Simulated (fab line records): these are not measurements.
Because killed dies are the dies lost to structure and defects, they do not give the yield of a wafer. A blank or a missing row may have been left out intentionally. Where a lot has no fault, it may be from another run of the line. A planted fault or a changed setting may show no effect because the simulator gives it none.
Matching of chambers | flow n5 finfet | 4 sister chambers for N5_FIN_CUT_DESCUM_13 on rie diel-05
The step chemistry O2, time 7 s. 14 wafers are shown with their chamber, then 7 later ones without.

## WAFERS PAIRED WITH THEIR CHAMBERS
wafer  | chamber | showerhead plenum p Torr (Torr) | drypump motor current A (A) | throttle valve pct (%)
L075.1 | 2       | 2.11                            | 5.2                         | 20.36
L075.5 | 0       | 2.21                            | 5.8                         | 20.67
L075.6 | 1       | 2.10                            | 5.6                         | 20.49
L077.2 | 3       | 2.10                            | 5.8                         | 20.43
L077.5 | 1       | 2.10                            | 5.6                         | 20.50
L077.6 | 2       | 2.11                            | 5.3                         | 20.33
L081.1 | 2       | 2.11                            | 5.3                         | 20.36
L081.4 | 0       | 2.21                            | 5.8                         | 20.67
L081.6 | 2       | 2.11                            | 5.2                         | 20.36
L082.1 | 3       | 2.10                            | 5.8                         | 20.46
L082.2 | 2       | 2.11                            | 5.3                         | 20.34
L082.5 | 3       | 2.10                            | 5.8                         | 20.45
L087.2 | 2       | 2.10                            | 5.3                         | 20.38
L087.3 | 0       | 2.20                            | 5.8                         | 20.70

SIGNATURES (averages over the wafers above)
reading                  | chamber 0 | chamber 1 | chamber 2 | chamber 3 | scatter within a chamber
showerhead plenum p Torr | 2.2067    | 2.1000    | 2.1083    | 2.1000    | 0.00387
drypump motor current A  | 5.800     | 5.600     | 5.267     | 5.800     | 0.0365
throttle valve pct       | 20.6800   | 20.4950   | 20.3550   | 20.4467   | 0.0163
Rule: distance of a wafer from a chamber = root of the sum over the readings of ((wafer's reading minus chamber's mean) / reading's scatter) squared. The wafer belongs to the nearest chamber; if the next one is less than 2 further off, it can't be placed. How the scatter is found: for the shown wafers, subtract from each reading the mean of its chamber, square and add these, divide the total by (wafers less chambers), then take the root.

## WAFERS WITH NO CHAMBER GIVEN
wafer  | showerhead plenum p Torr (Torr) | drypump motor current A (A) | throttle valve pct (%)
L087.5 | 2.09                            | 5.8                         | 20.48
L088.1 | 2.09                            | 5.8                         | 20.46
L088.3 | 2.09                            | 5.5                         | 20.55
L088.5 | 2.20                            | 5.8                         | 20.69
L090.1 | 2.09                            | 5.6                         | 20.55
L090.3 | 2.09                            | 5.9                         | 20.48
L090.4 | 2.20                            | 5.8                         | 20.69

## WHICH CHAMBER EACH WENT THROUGH
wafer  | from the rows above | in truth
L087.5 | 3                   | 3
L088.1 | 3                   | 3
L088.3 | 1                   | 1
L088.5 | 0                   | 0
L090.1 | 1                   | 1
L090.3 | 3                   | 3
L090.4 | 0                   | 0
Correctly placed: 7 of 7. Left unplaced by these rows: 0. Number placed wrongly: 0.
